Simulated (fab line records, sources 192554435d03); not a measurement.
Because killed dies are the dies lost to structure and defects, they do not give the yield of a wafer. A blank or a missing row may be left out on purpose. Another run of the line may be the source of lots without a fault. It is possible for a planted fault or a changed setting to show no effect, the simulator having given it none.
Split-lot study + flow n5Finfet + 21 wafers read from 7 lots, route of 1938 steps

== ABOUT THE SPLIT ==
At N5_BEOL_M9_ETCH_66 (etches SOC in N2/H2, target depth 80 nm, overetch 16 nm, time 120 s), the setting timeS was moved away from the recipe's 120 s on 3 of the 21 wafers read, by -10.5% to +13.3%. The other wafers ran this setting at the recipe's value.

Reading taken at the split's own step.

== THE READING ==
SiARC_of_BEOL_M9_COAT_64.thkNm (the simulator's own value, which no gauge read), in nm, at N5_BEOL_M9_ETCH_66 (etches SOC in N2/H2, target depth 80 nm, overetch 16 nm, time 120 s). The file gives no usual value for it. The 18 wafers here that ran the recipe average 6.4 nm, standard deviation 0.1 nm.

| wafer  | tool, chamber at the split | timeS as run, s | against the recipe | SiARC_of_BEOL_M9_COAT_64.thkNm, nm | against lot-mates on the recipe |
|--------|----------------------------|-----------------|--------------------|------------------------------------|---------------------------------|
| L079.1 | rieDiel-04, 2              | 120             | recipe             | 6.4                                | -                               |
| L079.6 | rieDiel-04, 2              | 120             | recipe             | 6.4                                | -                               |
| L079.2 | rieDiel-04, 3              | 120             | recipe             | 6.6                                | -                               |
| L080.2 | rieDiel-03, 1              | 120             | recipe             | 6.2                                | -                               |
| L080.3 | rieDiel-03, 0              | 120             | recipe             | 6.6                                | -                               |
| L080.5 | rieDiel-03, 2              | 107.4           | -10.5%             | 7                                  | +0.6                            |
| L082.2 | rieDiel-02, 3,1            | 120             | recipe             | 6.4                                | -                               |
| L082.3 | rieDiel-02, 3,1            | 120             | recipe             | 6.4                                | -                               |
| L082.5 | rieDiel-02, 3              | 110.1           | -8.3%              | 6.8                                | +0.4                            |
| L085.1 | rieDiel-04, 3,1            | 120             | recipe             | 6.4                                | -                               |
| L085.5 | rieDiel-04, 3,1            | 120             | recipe             | 6.4                                | -                               |
| L085.2 | rieDiel-04, 1              | 120             | recipe             | 6.6                                | -                               |
| L093.2 | rieDiel-04, 2              | 120             | recipe             | 6.4                                | -                               |
| L093.4 | rieDiel-04, 2              | 120             | recipe             | 6.4                                | -                               |
| L093.5 | rieDiel-04, 0              | 136             | +13.3%             | 5.6                                | -0.8                            |
| L094.1 | rieDiel-03, 0,2,0          | 120             | recipe             | 6.4                                | -                               |
| L094.3 | rieDiel-03, 0,2,0          | 120             | recipe             | 6.4                                | -                               |
| L094.5 | rieDiel-03, 0,2,0          | 120             | recipe             | 6.4                                | -                               |
| L097.2 | rieDiel-04, 0,3            | 120             | recipe             | 6.4                                | -                               |
| L097.3 | rieDiel-04, 0,3            | 120             | recipe             | 6.4                                | -                               |
| L097.6 | rieDiel-04, 3              | 120             | recipe             | 6.2                                | -                               |
When a row names more than one chamber, that row covers several wafers, and the file does not tell which wafer ran in which chamber.

THE FIT
A straight line over all 21 wafers: SiARC_of_BEOL_M9_COAT_64.thkNm changes by -0.0568 nm for each +1% of timeS; r = -0.92; the points scatter about the line by 0.1 nm.
The same after taking each lot's own level away (the mean of its wafers on the recipe; 21 wafers): -0.057 nm for each +1%; r = -0.93; scatter 0.093 nm.
That fit puts the effect of the largest move of timeS on the reading at 0.76 nm.
The lots' own levels span 6.33 to 6.47 nm, that is 1.3 times the standard deviation above.
Consequently the slope shifts little with the lot-to-lot level, the two slopes agreeing.
Check: -0.719 nm against its lot-mates is what the line predicts for one of the wafers moved furthest among these (+13.3%) when that wafer is left out of the fit. It came out at -0.8 nm against them.

== ADDITIONAL SPLITS CARRIED BY THESE WAFERS ==
Before the reading, these wafers also passed through other splits. Each is held against what the fit with the lots' levels taken away leaves over:
| other split on the same wafers  | wafers away from the commonest value | r with SiARC_of_BEOL_M9_COAT_64.thkNm (lot level and that fit taken away) |
|---------------------------------|--------------------------------------|---------------------------------------------------------------------------|
| N5_BEOL_M4_COAT_67 spinRpm      | 8                                    | +0.04                                                                     |
| N5_BEOL_M4_COAT_22 spinRpm      | 6                                    | +0.03                                                                     |
| N5_BEOL_M5_ETCH_68 biasW        | 8                                    | +0.01                                                                     |
| N5_BEOL_M5_VIA_ETCH_34 biasW    | 9                                    | +0.01                                                                     |
| N5_BEOL_M5_ETCH_41 sourceW      | 2                                    | -0.31                                                                     |
| N5_BEOL_M6_DEP_56 timeS         | 7                                    | +0.06                                                                     |
| N5_BEOL_M7_PECVD_70 timeS       | 6                                    | -0.26                                                                     |
| N5_BEOL_M7_VIA_ETCH_34 biasW    | 5                                    | -0.20                                                                     |
| N5_BEOL_M7_TRENCH_ETCH_37 biasW | 7                                    | -0.01                                                                     |
| N5_BEOL_M8_COAT_22 spinRpm      | 8                                    | +0.04                                                                     |
| N5_BEOL_M8_ETCH_66 biasW        | 7                                    | -0.17                                                                     |

== FILE'S OWN FIT ==
SiARC_of_BEOL_M9_COAT_64.thkNm changes by -0.0569 nm for each +1% of timeS, r = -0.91.
